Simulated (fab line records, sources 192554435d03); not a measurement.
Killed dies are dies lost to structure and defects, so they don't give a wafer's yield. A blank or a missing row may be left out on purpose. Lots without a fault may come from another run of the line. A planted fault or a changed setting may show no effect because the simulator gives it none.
Which tool did it? | flow n5_finfet | 11 lots, 33 wafers sampled, at 3 steps of a route of 1938

WHAT THE GAUGES READ, wafer by wafer
N5_PASSIVATION_OVL_MEAS_66. Usual: PASS_OPEN_OVL 2 nm, standard deviation 5.2.
lot  | measured     | on         | PASS_OPEN_OVL (nm) | flag
L405 | day 11 19:34 | overlay-01 | 5 1 1              |
L406 | day 12 09:37 | overlay-01 | 4 1 0              |
L408 | day 12 20:19 | overlay-02 | 7 6 5              |
L409 | day 13 04:12 | overlay-02 | -3 5 9             |
L410 | day 13 01:31 | overlay-02 | -3 2 -8            |
L412 | day 13 12:28 | overlay-01 | 8 6 10             |
L413 | day 14 00:29 | overlay-02 | 1 -1 -1            |
L414 | day 14 04:43 | overlay-01 | -4 3 1             |
L415 | day 14 13:48 | overlay-02 | 8 -5 -1            |
L425 | day 17 13:22 | overlay-01 | 5 6 3              |
L426 | day 17 19:19 | overlay-02 | 6 5 2              |

WHICH TOOL RAN EACH LOT (tool, then ch and the chambers of the sampled wafers, then the start)
lot  | N5_BEOL_M5_STRIP_64                | N5_PASSIVATION_DESCUM_32
L405 | rie_diel-06 ch 0,1,2, day 7 20:13  | rie_diel-04 ch 1,2, day 11 17:53
L406 | rie_diel-06 ch 1,2,3, day 8 12:04  | rie_diel-04 ch 1,2, day 12 07:47
L408 | rie_diel-03 ch 1,2,3, day 8 14:43  | rie_diel-04 ch 0,2,3, day 12 18:38
L409 | rie_diel-03 ch 0,1,3, day 9 00:37  | rie_diel-04 ch 1,3, day 13 02:11
L410 | rie_diel-01 ch 0,1, day 9 06:53    | rie_diel-05 ch 1,2,3, day 12 23:43
L412 | rie_diel-01 ch 0,2,3, day 9 12:10  | rie_diel-04 ch 0,1, day 13 10:25
L413 | rie_diel-01 ch 0,1,2, day 10 01:30 | rie_diel-04 ch 0,3, day 13 22:17
L414 | rie_diel-01 ch 0,1,2, day 10 08:30 | rie_diel-02 ch 0,2,3, day 14 03:01
L415 | rie_diel-01 ch 0,2, day 10 08:43   | rie_diel-02 ch 1,3, day 14 12:04
L425 | rie_diel-06 ch 1,2,3, day 13 12:58 | rie_diel-02 ch 0,1,2, day 17 11:34
L426 | rie_diel-03 ch 1,2, day 13 15:44   | rie_diel-04 ch 1,2, day 17 17:31
- N5_BEOL_M5_STRIP_64: strips in CF4.
- N5_PASSIVATION_DESCUM_32: chemistry O2, time 7.9 s.

WHAT THE TOOLS THEMSELVES READ (means of the sampled wafers that have a number; where no wafer has one, the mark that the record gives instead)
N5_BEOL_M5_STRIP_64. Usual: drypump_motor_current_A 5.9 A, standard deviation 0.47; oes_product_au 0.76 a.u., standard deviation 0.08; rf_vpp_V 270.8 V, standard deviation 2; showerhead_plenum_p_Torr 1.78 Torr, standard deviation 0.074; throttle_valve_pct 13.64 %, standard deviation 0.28.
lot  | tool        | drypump_motor_current_A (A) | oes_product_au (a.u.) | rf_vpp_V (V) | showerhead_plenum_p_Torr (Torr) | throttle_valve_pct (%) | flag
L405 | rie_diel-06 | 6.2                         | 0.77                  | 271.0        | 1.78                            | 13.58                  |
L406 | rie_diel-06 | 6.0                         | 0.77                  | 271.1        | 1.76                            | 13.58                  |
L408 | rie_diel-03 | 6.3                         | 0.72                  | 271.4        | 1.77                            | 13.70                  |
L409 | rie_diel-03 | 6.1                         | 0.74                  | 269.9        | 1.77                            | 13.67                  |
L410 | rie_diel-01 | 5.5                         | 0.87                  | 271.7        | 1.82                            | 13.63                  |
L412 | rie_diel-01 | 5.4                         | 0.72                  | 271.5        | 1.82                            | 13.89                  |
L413 | rie_diel-01 | 5.5                         | 0.78                  | 270.8        | 1.82                            | 13.72                  |
L414 | rie_diel-01 | 5.5                         | 0.77                  | 272.3        | 1.82                            | 13.73                  |
L415 | rie_diel-01 | 5.4                         | 0.70                  | 270.7        | 1.82                            | 13.79                  |
L425 | rie_diel-06 | 6.0                         | 0.81                  | 270.6        | 1.75                            | 13.47                  |
L426 | rie_diel-03 | 6.6                         | 0.67                  | 269.7        | 1.76                            | 14.04                  |

N5_PASSIVATION_DESCUM_32. Usual: drypump_motor_current_A 5.7 A, standard deviation 0.38; oes_product_au 0.83 a.u., standard deviation 0.076; rf_vpp_V 243.1 V, standard deviation 1.6; showerhead_plenum_p_Torr 2.08 Torr, standard deviation 0.098; throttle_valve_pct 20.23 %, standard deviation 0.19.
lot  | tool        | drypump_motor_current_A (A) | oes_product_au (a.u.) | rf_vpp_V (V) | showerhead_plenum_p_Torr (Torr) | throttle_valve_pct (%) | flag
L405 | rie_diel-04 | 5.4                         | 0.87                  | 241.9        | 2.08                            | 20.21                  |
L406 | rie_diel-04 | 5.4                         | 0.86                  | 242.9        | 2.07                            | 20.21                  |
L408 | rie_diel-04 | 5.7                         | 0.87                  | 242.1        | 2.09                            | 20.24                  |
L409 | rie_diel-04 | 5.9                         | 0.79                  | 243.1        | 2.07                            | 20.13                  |
L410 | rie_diel-05 | 5.7                         | 0.77                  | 242.9        | 2.02                            | 20.38                  |
L412 | rie_diel-04 | 5.6                         | 0.77                  | 244.5        | 2.19                            | 20.48                  |
L413 | rie_diel-04 | 5.9                         | 0.84                  | 243.5        | 2.09                            | 20.21                  |
L414 | rie_diel-02 | 6.1                         | 0.93                  | 243.0        | 2.11                            | 20.07                  |
L415 | rie_diel-02 | 6.1                         | 0.88                  | 243.1        | 2.13                            | 20.24                  |
L425 | rie_diel-02 | 5.9                         | 0.83                  | 244.3        | 2.14                            | 20.25                  |
L426 | rie_diel-04 | 5.4                         | 0.85                  | 243.8        | 2.10                            | 20.13                  |

THE ANSWER, worked out from the rows above alone
Rule: a lot is off if the mean of its wafers that have a number lies more than 3 standard deviations from the usual mean. A lot without any number at a reading at which 4 lots or more have one is off too. The other lots that the step has rows for count as sound. The gauges are gone through in route order, then the tools' own readings, and for those a lot's mean is taken as printed above. The first step at which some lot is off is used, and at that step the reading that is off furthest; a lot without a number counts as furthest.
No lot is off at any reading shown: from this, nothing can be told.

WHAT THE SIMULATOR HAD PUT IN
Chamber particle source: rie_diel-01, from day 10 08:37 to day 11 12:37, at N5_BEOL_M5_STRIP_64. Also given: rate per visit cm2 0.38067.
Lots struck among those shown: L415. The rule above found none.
